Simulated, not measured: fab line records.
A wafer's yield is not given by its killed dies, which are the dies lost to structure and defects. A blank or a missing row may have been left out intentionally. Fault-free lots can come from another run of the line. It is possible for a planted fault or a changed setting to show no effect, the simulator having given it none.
fab line records	flow nandHarc
[record] lots = 24	wafers = 72	lastDay = 24
route steps=1159 shown A_M0@1007 A_BONDPAD@1072 HYBRID_BOND@1094
lots untouched by any fault: they come from a run of this same line in which no faults occurred
startH: start of the lot's first displayed wafer, in hours after the record's first day	waitH: time in hours since the lot's previous step	" the same as in the row above	L1.1+2: several wafers, shown together as one row	- no value, or no start was given	* or withheld: withheld	< > ~ a bound
route shown NAME@n: NAME is a module with steps in the file, n the number in the route of the first one	usual: the fault-free wafers' mean and standard deviation	same: alike in all rows	chamber/n: place in a boat	sites: per-site readings	_std_site: their standard deviation	_edge_site: mean of outer sites minus mean of inner sites	radiusMm: how far each site lies from the wafer's centre	mask NAME#n: copy n	behind: tool/chamber where the wafer was last shaped	hold: why the lot went on hold/how many hours it stayed there/how the hold came to an end	device: which transistor (n, p or np) failed to switch	end of line: the route-end tests of the same wafers	for a step that has no rows: nothing shown but its recipe	killed: count of dies lost to structure and defects at first sort (not the wafer's yield)	map: the dies of a wafer, with x for killed, . for not killed, _ for no die there
set.NAME: the setting that was run; set.NAME@STEP: the one run at that earlier step	model.NAME: the simulator's own value behind a step, which no gauge read
a sample of lots followed through the steps of the route, with each step as a table and each wafer as a row
services: from which hour (startH, from the record's first day; less than 0 if before it) a tool's chamber was out of use, for how many hours, and why
[[steps]]
[step NHARC_A_M0_DESCUM_14]
[recipe] timeS = 3	o2FlowSccm = 200	arFlowSccm = 0	biasPowerW = 0	chemistry = O2
[usual] drypumpMotorCurrentA = 5.63/0.29	oesProductAu = 0.999/0.01	rfVppV = 57.9/0.71	showerheadPlenumPTorr = 1.94/0.082	throttleValvePct = 11.311/0.0089
lot.wafer	tool	chamber	startH	waitH	drypumpMotorCurrentA	oesProductAu	rfHoursCounterH	rfVppV	showerheadPlenumPTorr	throttleValvePct
L074.2	rieDiel-02	0	400.49	0.1	5.50	1.003	6	57.5	1.87	11.316
L074.6	"	1	"	"	5.79	1.004	-	57.9	1.87	11.299
L074.5	"	2	"	"	5.74	1.007	-	58.3	2.04	11.315
L075.1	rieDiel-02	2	412.25	0.1	5.76	1.017	5	58.3	2.04	11.312
L075.5	"	3	"	"	5.86	1.002	-	58.7	2.06	11.316
L075.6	"	0	"	"	5.53	0.998	-	56.3	1.87	11.299
L078.1	rieDiel-02	2	412.70	0.1	5.73	1.015	5	57.5	2.04	11.299
L078.6	"	0	"	"	5.47	1.006	-	58.3	1.87	11.302
L078.5	"	1	"	"	5.77	1.001	-	59.8	1.87	11.306
L077.3	rieDiel-02	2	416.92	0.1	5.71	1.020	6	58.0	2.04	11.301
L077.2	"	3	"	"	5.82	0.995	6	58.6	2.06	11.314
L077.5	"	2	"	"	5.72	1.010	-	58.2	2.04	11.321
L076.2	rieDiel-02	0	417.43	0.1	5.50	1.010	7	57.8	1.87	11.321
L076.4	"	1	"	"	5.78	0.994	5	57.3	1.87	11.312
L076.6	"	2	"	"	5.74	1.022	-	58.1	2.04	11.320
L079.1	rieDiel-02	2	438.10	0.1	5.71	1.025	7	57.8	2.04	11.308
L079.4	"	3	"	"	5.82	0.989	7	57.8	2.06	11.311
L079.2	"	1	"	"	5.80	0.992	6	56.4	1.87	11.326
L080.2	rieDiel-02	1	438.55	0.1	5.79	0.994	6	57.2	1.87	11.305
L080.1	"	2	"	"	5.75	1.002	7	58.2	2.04	11.321
L080.5	"	2	"	"	5.74	1.015	-	57.9	2.04	11.294
L081.1	rieDiel-07	1	444.91	0.1	5.35	1.002	3	57.3	1.93	11.291
L081.4	"	0	"	"	6.11	0.989	2	57.1	1.80	11.323
L081.6	"	2	"	"	5.32	0.995	-	58.0	1.87	11.303
L083.1	rieDiel-02	2	453.70	0.1	5.73	1.009	8	57.8	2.04	11.320
L083.2	"	3	"	"	5.82	0.995	8	58.6	2.06	11.315
L083.5	"	2	"	"	5.77	1.011	-	56.9	2.04	11.301
L084.2	rieDiel-04	2	458.78	0.1	6.50	0.984	12	57.9	1.99	11.319
L084.3	"	3	"	"	5.18	0.993	13	57.7	1.92	11.317
L084.5	"	2	"	"	6.49	0.985	-	58.8	1.99	11.306
L082.1	rieDiel-02	2	459.30	0.1	5.70	1.030	8	58.5	2.04	11.326
L082.4	"	1	"	"	5.79	1.009	8	57.3	1.87	11.320
L082.6	"	2	"	"	5.74	1.020	-	58.1	2.04	11.329
L086.1	rieDiel-02	1	463.54	0.1	5.76	0.988	8	57.0	1.87	11.323
L086.3	"	2	"	"	5.75	1.013	8	58.4	2.04	11.321
L086.6	"	1	"	"	5.76	1.000	-	57.4	1.87	11.301
L087.3	rieDiel-07	0	466.11	0.1	6.08	0.989	3	58.1	1.80	11.318
L087.5	"	3	"	"	5.58	0.997	-	59.1	1.91	11.297
L087.6	"	0	"	"	6.10	1.000	-	57.4	1.80	11.317
L085.1	rieDiel-04	3	487.99	0.1	5.19	0.982	0	57.5	1.92	11.303
L085.6	"	3	"	"	5.20	0.993	-	59.1	1.92	11.318
L085.5	"	0	"	"	5.34	0.998	-	57.2	2.04	11.299
L089.1	rieDiel-02	3	488.48	0.1	5.83	0.982	11	57.9	2.06	11.307
L089.2	"	1	"	"	5.77	1.010	10	57.5	1.87	11.310
L089.5	"	3	"	"	5.83	0.993	-	57.8	2.06	11.307
L088.1	rieDiel-07	1	493.10	0.1	5.34	0.999	5	58.0	1.93	11.315
L088.4	"	2	"	"	5.37	0.988	6	58.5	1.87	11.315
L088.2	"	3	"	"	5.57	0.975	5	58.0	1.91	11.320
L090.3	rieDiel-07	3	497.76	0.1	5.57	0.987	6	59.8	1.91	11.313
L090.1	"	0	"	"	6.11	0.988	5	57.1	1.79	11.323
L090.6	"	2	"	"	5.34	0.989	-	57.5	1.87	11.316
L092.1	rieDiel-07	0	507.96	0.1	6.10	0.995	5	57.5	1.79	11.305
L092.4	"	1	"	"	5.33	1.006	5	57.8	1.93	11.315
L092.2	"	2	"	"	5.33	1.009	6	58.2	1.87	11.320
L094.3	rieDiel-07	3	509.10	0.1	5.60	0.987	6	57.6	1.91	11.310
L094.1	"	1	"	"	5.32	1.005	5	58.0	1.93	11.294
L094.4	"	2	"	"	5.33	1.006	-	56.7	1.87	11.323
L093.3	rieDiel-07	1	513.62	0.1	5.34	1.005	5	58.2	1.93	11.303
L093.1	"	3	"	"	5.55	0.982	6	59.2	1.91	11.310
L093.4	"	3	"	"	5.59	0.981	-	57.0	1.91	11.302
L091.1	rieDiel-02	3	513.90	0.1	5.81	0.980	0	59.1	2.06	11.319
L091.6	"	1	"	"	5.76	1.000	-	59.0	1.86	11.312
L091.5	"	2	"	"	5.73	0.998	-	58.3	2.04	11.292
L095.2	rieDiel-02	0	529.30	0.1	5.49	0.979	1	57.1	1.87	11.303
L095.1	"	2	"	"	5.72	0.996	2	57.2	2.04	11.292
L095.3	"	3	"	"	5.81	0.996	1	58.8	2.06	11.314
L096.4	rieDiel-04	3	530.45	0.1	5.20	1.008	3	59.0	1.92	11.306
L096.2	"	0	"	"	5.40	0.995	3	57.7	2.04	11.292
L096.6	"	3	"	"	5.19	1.006	-	57.0	1.92	11.320
L097.3	rieDiel-04	1	542.81	0.1	5.23	1.003	4	57.2	1.88	11.317
L097.1	"	3	"	"	5.18	0.995	4	57.0	1.92	11.314
L097.5	"	1	"	"	5.25	1.010	-	57.8	1.88	11.315
[step NHARC_A_M0_PVD_21]
[recipe] targetThkA = 300	chamberPressurePa = 5	powerW = 5000	substrateTempC = 30	timeS = 20.49	material = Cu
[usual] throttleValvePct = 30.0/0.65
lot.wafer	tool	chamber	startH	waitH	throttleValvePct
L074.2	pvdSputter-03	-	-	-	30.7
L074.6	"	-	"	"	29.5
L074.5	"	-	"	"	30.0
L075.1	pvdSputter-01	-	-	-	29.3
L075.6	"	-	"	"	30.8
L075.5	"	-	"	"	29.8
L078.1	pvdSputter-03	-	-	-	30.4
L078.6	"	-	"	"	30.4
L078.5	"	-	"	"	29.5
L077.2	pvdSputter-01	-	-	-	29.5
L077.3	"	-	"	"	29.3
L077.5	"	-	"	"	29.3
L076.4	pvdSputter-01	-	-	-	29.3
L076.2	"	-	"	"	29.3
L076.6	"	-	"	"	30.5
L079.4	pvdSputter-02	-	-	-	29.9
L079.2	"	-	"	"	31.4
L079.1	"	-	"	"	29.3
L080.2	pvdSputter-01	-	-	-	29.7
L080.1	"	-	"	"	29.2
L080.5	"	-	"	"	30.0
L081.4	pvdSputter-01	-	-	-	29.7
L081.1	"	-	"	"	29.4
L081.6	"	-	"	"	29.8
L083.2	pvdSputter-01	-	-	-	29.3
L083.1	"	-	"	"	30.6
L083.5	"	-	"	"	29.2
L084.2	pvdSputter-01	-	-	-	29.3
L084.3	"	-	"	"	30.9
L084.5	"	-	"	"	29.6
L082.4	pvdSputter-01	-	-	-	29.8
L082.1	"	-	"	"	29.3
L082.6	"	-	"	"	30.1
L086.3	pvdSputter-02	-	-	-	30.2
L086.1	"	-	"	"	31.4
L086.6	"	-	"	"	30.0
L087.3	pvdSputter-01	-	-	-	29.3
L087.5	"	-	"	"	30.6
L087.6	"	-	"	"	29.9
L085.1	pvdSputter-02	-	-	-	29.5
L085.5	"	-	"	"	29.5
L085.6	"	-	"	"	29.8
L089.1	pvdSputter-03	-	-	-	29.5
L089.2	"	-	"	"	30.3
L089.5	"	-	"	"	29.6
L088.2	pvdSputter-01	-	-	-	29.9
L088.4	"	-	"	"	29.4
L088.1	"	-	"	"	29.7
L090.3	pvdSputter-02	-	-	-	31.0
L090.1	"	-	"	"	31.6
L090.6	"	-	"	"	31.3
L092.2	pvdSputter-01	-	-	-	30.5
L092.4	"	-	"	"	29.6
L092.1	"	-	"	"	29.4
L094.3	pvdSputter-03	-	-	-	30.8
L094.1	"	-	"	"	29.3
L094.4	"	-	"	"	30.5
L093.3	pvdSputter-03	-	-	-	29.4
L093.4	"	-	"	"	30.3
L093.1	"	-	"	"	29.5
L091.1	pvdSputter-02	-	-	-	30.2
L091.5	"	-	"	"	31.5
L091.6	"	-	"	"	31.5
L095.3	pvdSputter-01	-	-	-	29.3
L095.2	"	-	"	"	29.8
L095.1	"	-	"	"	29.9
L096.4	pvdSputter-03	-	-	-	29.5
L096.2	"	-	"	"	30.4
L096.6	"	-	"	"	30.7
L097.3	pvdSputter-03	-	-	-	29.6
L097.1	"	-	"	"	29.2
L097.5	"	-	"	"	29.3
[step NHARC_A_BONDPAD_CD_MEAS_09]
[recipe] targetCdNm = 500	landingEnergyEv = 500
[usual] cdNm = 500.9/1.7
lot.wafer	tool	chamber	startH	waitH	cdNm
L074.2	cdSem-01	0	409.29	-	500.5
L074.5	"	0	"	"	505.2
L074.6	"	0	"	"	502.5
L075.1	cdSem-02	0	420.66	-	496.8
L075.5	"	0	"	"	500.3
L075.6	"	0	"	"	501.7
L078.1	cdSem-02	0	421.32	-	500.8
L078.5	"	0	"	"	501.7
L078.6	"	0	"	"	500.0
L077.2	cdSem-02	0	425.41	-	501.0
L077.3	"	0	"	"	501.8
L077.5	"	0	"	"	503.4
L076.2	cdSem-03	0	426.09	-	501.5
L076.4	"	0	"	"	502.9
L076.6	"	0	"	"	503.3
L079.1	cdSem-02	0	447.15	-	501.7
L079.2	"	0	"	"	502.1
L079.4	"	0	"	"	499.0
L080.1	cdSem-03	0	447.48	-	498.1
L080.2	"	0	"	"	499.1
L080.5	"	0	"	"	499.9
L081.1	cdSem-03	0	453.52	-	498.8
L081.4	"	0	"	"	500.5
L081.6	"	0	"	"	500.7
L083.1	cdSem-01	0	462.23	-	499.1
L083.2	"	0	"	"	498.7
L083.5	"	0	"	"	501.1
L084.2	cdSem-03	0	467.52	-	502.0
L084.3	"	0	"	"	500.0
L084.5	"	0	"	"	499.8
L082.1	cdSem-03	0	467.92	-	500.3
L082.4	"	0	"	"	500.9
L082.6	"	0	"	"	500.1
L086.1	cdSem-02	0	472.43	-	502.7
L086.3	"	0	"	"	500.8
L086.6	"	0	"	"	501.5
L087.3	cdSem-02	0	474.89	-	502.9
L087.5	"	0	"	"	500.8
L087.6	"	0	"	"	501.5
L085.1	cdSem-01	0	496.43	-	499.6
L085.5	"	0	"	"	499.2
L085.6	"	0	"	"	501.3
L089.1	cdSem-03	0	497.31	-	502.3
L089.2	"	0	"	"	501.9
L089.5	"	0	"	"	501.9
L088.1	cdSem-03	0	502.30	-	501.6
L088.2	"	0	"	"	501.9
L088.4	"	0	"	"	498.8
L090.1	cdSem-02	0	506.58	-	502.5
L090.3	"	0	"	"	500.2
L090.6	"	0	"	"	502.8
L092.1	cdSem-03	0	516.65	-	502.0
L092.2	"	0	"	"	499.5
L092.4	"	0	"	"	500.3
L094.1	cdSem-01	0	517.94	-	501.1
L094.3	"	0	"	"	501.5
L094.4	"	0	"	"	499.9
L093.1	cdSem-02	0	522.91	-	501.6
L093.3	"	0	"	"	501.7
L093.4	"	0	"	"	503.1
L091.1	cdSem-03	0	523.29	-	501.9
L091.5	"	0	"	"	499.4
L091.6	"	0	"	"	502.1
L095.1	cdSem-01	0	538.58	-	497.2
L095.2	"	0	"	"	499.4
L095.3	"	0	"	"	499.5
L096.2	cdSem-03	0	539.31	-	502.1
L096.4	"	0	"	"	499.6
L096.6	"	0	"	"	500.8
L097.1	cdSem-02	0	551.48	-	498.2
L097.3	"	0	"	"	497.2
L097.5	"	0	"	"	498.5
[step NHARC_A_BONDPAD_CD_MEAS_13]
[usual] cdNm = 500.1/1.8
lot.wafer	tool	chamber	startH	waitH	cdNm
L074.2	cdSem-01	-	409.81	-	500.4
L074.5	"	-	"	"	504.2
L074.6	"	-	"	"	502.4
L075.1	cdSem-03	-	421.19	-	495.2
L075.5	"	-	"	"	500.4
L075.6	"	-	"	"	501.3
L078.1	cdSem-02	-	421.93	-	499.8
L078.5	"	-	"	"	500.8
L078.6	"	-	"	"	498.8
L077.2	cdSem-02	-	426.10	-	500.8
L077.3	"	-	"	"	501.8
L077.5	"	-	"	"	502.6
L076.2	cdSem-02	-	426.62	-	500.9
L076.4	"	-	"	"	503.2
L076.6	"	-	"	"	502.8
L079.1	cdSem-01	-	447.68	-	500.8
L079.2	"	-	"	"	500.2
L079.4	"	-	"	"	499.0
L080.1	cdSem-01	-	448.08	-	497.4
L080.2	"	-	"	"	498.4
L080.5	"	-	"	"	499.3
L081.1	cdSem-01	-	454.04	-	497.9
L081.4	"	-	"	"	499.2
L081.6	"	-	"	"	500.2
L083.1	cdSem-01	-	462.76	-	498.3
L083.2	"	-	"	"	499.2
L083.5	"	-	"	"	500.2
L084.2	cdSem-01	-	468.06	-	501.4
L084.3	"	-	"	"	498.3
L084.5	"	-	"	"	498.1
L082.1	cdSem-02	-	468.47	-	501.0
L082.4	"	-	"	"	501.2
L082.6	"	-	"	"	499.5
L086.1	cdSem-02	-	472.96	-	502.2
L086.3	"	-	"	"	498.5
L086.6	"	-	"	"	500.4
L087.3	cdSem-01	-	475.42	-	500.9
L087.5	"	-	"	"	498.7
L087.6	"	-	"	"	501.1
L085.1	cdSem-03	-	496.96	-	498.7
L085.5	"	-	"	"	497.5
L085.6	"	-	"	"	500.2
L089.1	cdSem-01	-	497.84	-	500.8
L089.2	"	-	"	"	500.8
L089.5	"	-	"	"	500.0
L088.1	cdSem-01	-	502.83	-	499.7
L088.2	"	-	"	"	501.0
L088.4	"	-	"	"	498.0
L090.1	cdSem-03	-	507.11	-	502.0
L090.3	"	-	"	"	499.7
L090.6	"	-	"	"	502.6
L092.1	cdSem-01	-	517.18	-	501.5
L092.2	"	-	"	"	499.7
L092.4	"	-	"	"	499.3
L094.1	cdSem-01	-	518.47	-	499.8
L094.3	"	-	"	"	500.3
L094.4	"	-	"	"	499.2
L093.1	cdSem-02	-	523.46	-	503.1
L093.3	"	-	"	"	499.9
L093.4	"	-	"	"	503.2
L091.1	cdSem-03	-	523.89	-	501.7
L091.5	"	-	"	"	497.5
L091.6	"	-	"	"	501.8
L095.1	cdSem-03	-	539.63	0.2	497.7
L095.2	"	-	"	"	498.3
L095.3	"	-	"	"	498.5
L096.2	cdSem-01	-	539.84	-	500.0
L096.4	"	-	"	"	498.0
L096.6	"	-	"	"	498.8
L097.1	cdSem-02	-	552.01	-	498.5
L097.3	"	-	"	"	496.0
L097.5	"	-	"	"	497.8
[step NHARC_A_BONDPAD_INSPECT_23]
[usual] rawDefectCount = 491/120
lot.wafer	tool	chamber	startH	waitH	rawDefectCount
L074.2	defectInspect-01	-	412.04	0.0	625
L074.5	"	-	"	"	479
L074.6	"	-	"	"	500
L075.1	defectInspect-02	-	423.44	0.0	475
L075.5	"	-	"	"	352
L075.6	"	-	"	"	440
L078.1	defectInspect-01	-	424.49	0.0	539
L078.5	"	-	"	"	453
L078.6	"	-	"	"	396
L077.2	defectInspect-02	-	428.40	0.0	666
L077.3	"	-	"	"	472
L077.5	"	-	"	"	547
L076.2	defectInspect-02	-	429.01	0.0	656
L076.4	"	-	"	"	499
L076.6	"	-	"	"	711
L079.1	defectInspect-02	-	449.91	0.0	556
L079.2	"	-	"	"	434
L079.4	"	-	"	"	490
L080.1	defectInspect-01	-	450.32	0.0	351
L080.2	"	-	"	"	383
L080.5	"	-	"	"	542
L081.1	defectInspect-02	-	456.58	0.0	304
L081.4	"	-	"	"	274
L081.6	"	-	"	"	297
L083.1	defectInspect-01	-	464.99	0.0	435
L083.2	"	-	"	"	610
L083.5	"	-	"	"	501
L084.2	defectInspect-01	-	470.47	0.0	473
L084.3	"	-	"	"	557
L084.5	"	-	"	"	437
L082.1	defectInspect-01	-	470.81	0.1	843
L082.4	"	-	"	"	658
L082.6	"	-	"	"	438
L086.1	defectInspect-02	-	475.21	0.1	582
L086.3	"	-	"	"	1061
L086.6	"	-	"	"	503
L087.3	defectInspect-02	-	477.69	0.0	558
L087.5	"	-	"	"	415
L087.6	"	-	"	"	374
L085.1	defectInspect-01	-	499.21	0.1	387
L085.5	"	-	"	"	407
L085.6	"	-	"	"	402
L089.1	defectInspect-02	-	500.11	0.0	388
L089.2	"	-	"	"	421
L089.5	"	-	"	"	527
L088.1	defectInspect-01	-	505.26	0.0	527
L088.2	"	-	"	"	566
L088.4	"	-	"	"	522
L090.1	defectInspect-01	-	509.38	0.0	343
L090.3	"	-	"	"	862
L090.6	"	-	"	"	410
L092.1	defectInspect-02	-	519.46	0.0	344
L092.2	"	-	"	"	295
L092.4	"	-	"	"	426
L094.1	defectInspect-02	-	520.73	0.0	458
L094.3	"	-	"	"	621
L094.4	"	-	"	"	485
L093.1	defectInspect-02	-	525.76	0.0	421
L093.3	"	-	"	"	585
L093.4	"	-	"	"	855
L091.1	defectInspect-01	-	526.17	0.0	686
L091.5	"	-	"	"	417
L091.6	"	-	"	"	541
L095.1	defectInspect-01	-	541.94	0.0	372
L095.2	"	-	"	"	461
L095.3	"	-	"	"	426
L096.2	defectInspect-01	-	542.09	0.0	316
L096.4	"	-	"	"	523
L096.6	"	-	"	"	701
L097.1	defectInspect-02	-	554.34	0.0	633
L097.3	"	-	"	"	515
L097.5	"	-	"	"	391
[step NHARC_HYBRID_BOND_ACTIVATE_00]
[recipe] timeS = 60	n2FlowSccm = 200	arFlowSccm = 0	biasPowerW = 0	chemistry = N2
[usual] drypumpMotorCurrentA = 5.8/0.58	oesProductAu = 0.999/0.011	rfVppV = 64.3/0.8	showerheadPlenumPTorr = 1.80/0.066
lot.wafer	tool	chamber	startH	waitH	drypumpMotorCurrentA	oesProductAu	rfHoursCounterH	rfVppV	showerheadPlenumPTorr
L074.2	rieDiel-05	3	412.10	0.1	5.6	0.995	6	63.7	1.81
L074.5	"	3	"	"	5.6	0.999	-	63.5	1.81
L074.6	"	0	"	"	6.2	1.001	-	65.2	1.83
L075.1	rieDiel-05	2	423.53	0.1	5.0	1.008	6	63.6	1.78
L075.6	"	0	"	"	6.2	0.990	-	65.7	1.83
L075.5	"	1	"	"	6.6	0.981	-	64.9	1.88
L078.1	rieDiel-05	2	424.59	0.1	5.0	1.012	6	63.7	1.78
L078.5	"	3	"	"	5.7	0.996	-	65.2	1.81
L078.6	"	0	"	"	6.2	0.993	-	63.4	1.83
L077.3	rieDiel-05	0	428.46	0.1	6.2	0.998	7	65.5	1.83
L077.2	"	1	"	"	6.6	0.990	7	64.4	1.88
L077.5	"	0	"	"	6.2	0.987	-	65.5	1.83
L076.4	rieDiel-05	0	429.07	0.1	6.2	0.993	7	65.6	1.83
L076.2	"	2	"	"	5.0	0.997	7	65.1	1.77
L076.6	"	1	"	"	6.6	0.995	-	64.3	1.88
L079.1	rieDiel-05	1	449.97	0.1	6.6	0.985	8	65.7	1.88
L079.4	"	3	"	"	5.7	1.012	9	64.7	1.81
L079.2	"	0	"	"	6.2	0.998	9	64.7	1.83
L080.2	rieDiel-05	2	450.39	0.1	5.0	1.009	8	64.5	1.77
L080.1	"	3	"	"	5.7	1.017	9	64.4	1.81
L080.5	"	1	"	"	6.6	0.996	-	63.2	1.88
L081.1	rieDiel-05	3	456.66	0.1	5.7	1.010	10	63.3	1.81
L081.4	"	0	"	"	6.2	1.006	10	63.1	1.83
L081.6	"	2	"	"	5.0	1.016	-	63.0	1.77
L083.2	rieDiel-05	2	465.06	0.1	5.0	1.008	10	63.7	1.77
L083.1	"	0	"	"	6.2	0.996	10	64.3	1.83
L083.5	"	1	"	"	6.6	0.996	-	64.7	1.88
L084.3	rieDiel-05	1	470.56	0.1	6.6	0.996	10	65.7	1.88
L084.2	"	2	"	"	5.0	1.013	10	64.0	1.77
L084.5	"	3	"	"	5.6	1.008	-	63.9	1.81
L082.4	rieDiel-05	3	470.89	0.1	5.6	1.017	11	63.8	1.81
L082.1	"	0	"	"	6.2	0.993	11	64.3	1.83
L082.6	"	2	"	"	5.0	1.013	-	62.9	1.77
L086.3	rieDiel-05	3	475.27	0.1	5.7	1.006	11	63.9	1.81
L086.1	"	1	"	"	6.6	0.992	11	64.6	1.88
L086.6	"	0	"	"	6.2	0.986	-	64.1	1.83
L087.3	rieDiel-05	1	477.80	0.1	6.6	1.012	11	64.5	1.88
L087.5	"	2	"	"	5.0	1.016	-	63.9	1.77
L087.6	"	3	"	"	5.7	1.006	-	65.4	1.81
L085.1	rieDiel-05	1	499.29	0.1	6.6	0.994	13	64.9	1.88
L085.6	"	3	"	"	5.7	1.004	-	63.3	1.81
L085.5	"	0	"	"	6.2	0.985	-	64.8	1.83
L089.2	rieDiel-05	2	500.18	0.1	5.0	1.012	13	64.0	1.77
L089.1	"	3	"	"	5.6	1.012	14	64.2	1.81
L089.5	"	1	"	"	6.6	0.985	-	65.1	1.88
L088.4	rieDiel-05	1	505.33	0.1	6.6	0.983	13	65.3	1.88
L088.2	"	2	"	"	5.0	1.010	13	64.1	1.77
L088.1	"	3	"	"	5.7	0.987	14	64.0	1.81
L090.1	rieDiel-10	3	509.45	0.1	5.8	1.006	54	63.7	1.72
L090.3	"	0	"	"	5.7	0.992	59	64.1	1.67
L090.6	"	0	"	"	5.7	1.001	-	62.8	1.67
L092.2	rieDiel-10	1	519.52	0.1	5.4	1.007	49	64.5	1.83
L092.4	"	2	"	"	5.0	0.988	55	65.1	1.68
L092.1	"	3	"	"	5.9	0.999	57	63.9	1.72
L094.1	rieDiel-10	2	521.37	0.6	5.0	1.000	57	65.3	1.68
L094.3	"	3	"	"	5.8	1.016	58	63.2	1.72
L094.4	"	1	"	"	5.4	1.020	51	64.8	1.83
L093.1	rieDiel-10	1	525.84	0.1	5.4	1.001	52	64.6	1.83
L093.4	"	2	"	"	5.0	0.994	59	63.8	1.68
L093.3	"	3	"	"	5.8	1.006	59	65.1	1.72
L091.1	rieDiel-10	1	526.23	0.1	5.4	1.014	52	65.6	1.83
L091.6	"	1	"	"	5.3	1.011	-	63.2	1.83
L091.5	"	2	"	"	5.0	1.003	-	65.1	1.68
L095.1	rieDiel-05	0	542.00	0.1	6.2	0.992	2	63.8	1.83
L095.2	"	1	"	"	6.6	0.988	2	64.3	1.88
L095.3	"	3	"	"	5.7	0.999	2	65.1	1.81
L096.2	rieDiel-09	0	542.17	0.1	5.7	0.981	44	64.5	1.75
L096.4	"	1	"	"	6.2	0.997	43	62.9	1.67
L096.6	"	3	"	"	6.6	0.991	-	63.7	1.64
L097.3	rieDiel-05	0	554.40	0.1	6.2	0.993	3	63.8	1.83
L097.1	"	1	"	"	6.6	0.986	3	64.3	1.88
L097.5	"	0	"	"	6.2	0.989	-	64.9	1.83
[[services]]
tool	chamber	startH	hours	kind
rieDiel-02	1	385.90	7.2	repair
rieDiel-10	1	387.50	7.1	repair
pvdSputter-02	-	392.00	10.0	pm
rieDiel-04	-	393.66	0.3	repair
rieDiel-10	3	401.02	1.2	repair
rieDiel-07	-	405.52	9.0	pm
rieDiel-10	1	425.89	3.1	repair
rieDiel-05	2	429.54	1.5	repair
pvdSputter-03	-	440.19	3.5	repair
rieDiel-10	-	441.10	0.4	repair
rieDiel-07	1	452.43	3.9	repair
pvdSputter-03	-	458.00	10.0	pm
rieDiel-10	-	477.16	0.5	repair
rieDiel-10	3	488.32	7.0	repair
rieDiel-10	1	494.55	10.0	repair
rieDiel-02	1	501.19	7.4	repair
rieDiel-02	-	504.70	9.0	pm
pvdSputter-03	-	505.02	1.3	repair
rieDiel-07	0	508.92	10.8	repair
pvdSputter-01	-	514.04	10.0	pm
rieDiel-05	-	517.60	9.0	pm
rieDiel-10	-	531.26	9.0	pm
rieDiel-02	1	550.49	8.1	repair
rieDiel-10	3	552.71	4.1	repair
[[key]]
fault none
